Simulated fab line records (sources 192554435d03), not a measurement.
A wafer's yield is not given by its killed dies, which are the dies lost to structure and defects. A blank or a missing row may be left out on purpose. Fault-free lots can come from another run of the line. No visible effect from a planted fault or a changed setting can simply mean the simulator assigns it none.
A lot that was struck, set against a sound lot    flow n5Finfet    38 out of 1938 route steps
Sound: these wafers, L566.2, L566.3, L566.5. Struck: wafers L559.2, L559.6. (L559.4 of the same lot was not struck and is left out.) The cause comes at the end.
Per side, at each step with rows, come the tool, then ch with its chambers, and then its first start. Under that, the readings that differ: sound wafers    struck wafers    difference of the means    sigmas: that difference in standard deviations of wafers without a fault.
alike: readings with means less than 2 such deviations apart, plus words and numbers identical on both sides. not compared: withheld readings, readings lacking a value on some wafer, bounds such as >300 that could conceal the same value, and numbers that have no deviation in the record and whose values overlap.
Wherever a step has rows on one side only, a row that says differs or no value, or a row with sigmas, the two part there. Non-overlapping numbers with no deviation appear without sigmas and do not part them. A reading that every wafer of one side lacks parts them only if that side has two wafers or more.

first, 9 steps without rows for these wafers: N5_BEOL_M10_PEB_26 (peb time 60 s); N5_BEOL_M10_DEVELOP_27 (develop time 30 s); N5_BEOL_M10_DESCUM_33 (chemistry O2, time 7.9 s); N5_BEOL_M10_ETCH_65 (etches SiARC in CF4, target depth 39 nm, time 65 s); N5_BEOL_M10_ETCH_66 (etches SOC in N2/H2, target depth 120 nm, overetch 24 nm, time 180 s); N5_BEOL_M10_STRIP_69 (strips in N2/H2); N5_BEOL_M10_VIA_ETCH_34 (etches SiCOH lowk in C4F6/O2, target depth 184.5 nm, time 69.2 s); N5_BEOL_M10_STRIP_73 (strips in C4F6/O2); N5_BEOL_M10_STRIP_36 (strips in N2/H2).
N5_BEOL_M10_TRENCH_ETCH_37: etches SiCOH lowk in C4F6/O2, target depth 148.83 nm, time 48 s.
  sound on rieDiel-01 ch 0,1,2, day 17 22:38; struck on rieDiel-04 ch 0, day 16 23:50
reading                                     sound              struck       difference  sigmas
biasW (W)                                   185.7 186.3 183.6  118.4 118.1  -66.9       -99 or more
rfVppV (V)                                  653 653 706        487 488      -183        -11
model.etch.depthNm (nm)                     151 151 145.3      128.3 128.7  -20.6       
model.BEOL_M10.featureDepthNm (nm)          151 151 145.2      128.4 128.6  -20.6       
model.TiN_of_BEOL_M10_HM_DEP_02.thkNm (nm)  15.4 15.8 15.4     17.2 17      +1.6        
  alike: drypumpMotorCurrentA, oes_ar_750_au, oes_f_703_au, oesProductAu, showerheadPlenumPTorr, throttleValvePct
  not compared: rfHoursCounterH
then, 2 steps without rows for these wafers: N5_BEOL_M10_ETCH_41 (etches SiCN in CH3F/O2, target depth 42.6 nm, time 86 s); N5_BEOL_M10_STRIP_77 (strips in N2/H2, time 10 s).
N5_BEOL_M10_OCD_MEAS_38:
  struck on ocd-02, day 17 00:01; sound on ocd-02, day 17 22:50
reading             sound        struck   difference  sigmas
trenchDepthNm (nm)  151 151 145  128 128  -21         -6
then, 13 steps without rows for these wafers: N5_BEOL_M10_HM_STRIP_39 (strips TiN in peroxide tin strip, target depth 25 nm, time 158 s); N5_BEOL_M10_SRD_40 (time 30 s); N5_BEOL_M10_PRECLEAN_42 (cleans in residue remover, time 60 s); N5_BEOL_M10_SRD_43 (time 30 s); N5_BEOL_M10_CURE_72 (cures SiCOH lowk, time 120 s); N5_BEOL_M10_DEGAS_44 (time 60 s); N5_BEOL_M10_PRE_CLEAN_45 (time 30 s); N5_BEOL_M10_ALD_74 (deposits TaN, target thk 2 nm, pulse time 2 s, purge time 3 s); N5_BEOL_M10_SURFACE_TREAT_76; N5_BEOL_M10_CVD_75 (deposits Co from CCTBA/H2, target thk 2 nm, time 138.9 s); N5_BEOL_M10_SPUTTER_48 (material Cu, target thk 12 nm, time 2 s); N5_BEOL_M10_ECD_50 (material Cu, target thk 318 nm); N5_BEOL_M10_ANNEAL_51 (time 90 s).
N5_BEOL_M10_CMP_52: polishes, stops on SiCOH lowk, t overpolish 7 s, target thk 140 nm.
  sound on cmp-03 ch 1,2, day 18 01:08; struck on cmp-03 ch 0,1, day 17 02:01
reading                                 sound            struck   difference  sigmas
model.Cu_of_BEOL_M10_ECD_50.thkNm (nm)  141.6 144 138.2  120 120  -21         
  alike: edgeZonePressureFrac, motorCurrentA
N5_BEOL_M10_THK_MEAS_53: measures by xrf.
  struck on filmMetro-01, day 17 02:14; sound on filmMetro-01, day 18 01:24
reading       sound        struck   difference  sigmas
M10_THK (nm)  141 144 138  118 118  -23         -7
then, 2 steps without rows for these wafers: N5_BEOL_M10_PRE_CLEAN_55 (time 15 s); N5_BEOL_M10_DEP_56 (deposits SiCN from 3MS/NH3, target thk 15 nm, time 26.5 s).
N5_BEOL_M10_RS_MEAS_57: a four-point-probe measurement.
  struck on filmMetro-02, day 17 02:22; sound on filmMetro-02, day 18 01:32
reading          sound              struck       difference  sigmas
M10_RS (ohm/sq)  0.149 0.147 0.153  0.179 0.179  +0.029      +7
then, 5 steps without rows for these wafers: N5_BEOL_M11_ILD_DEP_00 (deposits SiCOH lowk from DEMS/porogen, target thk 308.51 nm, time 58 s); N5_BEOL_M11_CURE_71 (cures SiCOH lowk, time 240 s); N5_BEOL_M11_PECVD_70 (deposits SiO2 from TEOS/O2, target thk 20 nm, time 22.7 s); N5_BEOL_M11_HM_DEP_02 (deposits TiN, target thk 20 nm); N5_BEOL_M11_COAT_59 (time 60 s, resist thk 100 nm).
-- here the record skips 3 days between the struck wafers' starts before and after, leaving off in module BEOL_M11 and picking up in module BEOL_M15 (first step shown: number 1830 of the route) --
N5_BEOL_M15_RC_MEAS_101:
  sound on prober-01 ch 0, day 20 04:35; struck on prober-01 ch 0, day 19 23:29
reading                     sound           struck     difference  sigmas
SERP_M10 (ohm/um)           2.98 2.92 3.07  3.63 3.60  +0.63       +6
SERP_M10_max_site (ohm/um)  3.04 2.97 3.18  3.67 3.68  +0.61       +6
SERP_M11 (ohm/um)           3.03 3.03 3.10  3.22 3.33  +0.22       +2
  alike: COMB_M10, COMB_M11, COMB_M11_max_site, COMB_M12, COMB_M13, COMB_M14, COMB_M15, COMB_M5, COMB_M6, COMB_M7, COMB_M8, COMB_M9, SERP_M12, SERP_M13, SERP_M14, SERP_M5, SERP_M6, SERP_M7, SERP_M8, SERP_M8_max_site, SERP_M9
N5_PASSIVATION_PROBE_49:
  the record holds rows for the sound wafers here (prober-01, day 20 22:15) but none for the struck ones

== WHERE THEY PART ==
Earliest at N5_BEOL_M10_TRENCH_ETCH_37; latest, in this record, at N5_PASSIVATION_PROBE_49.

WHY: what the simulator had put in
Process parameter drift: rieDiel-04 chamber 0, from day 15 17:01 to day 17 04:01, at N5_BEOL_M10_TRENCH_ETCH_37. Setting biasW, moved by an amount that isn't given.
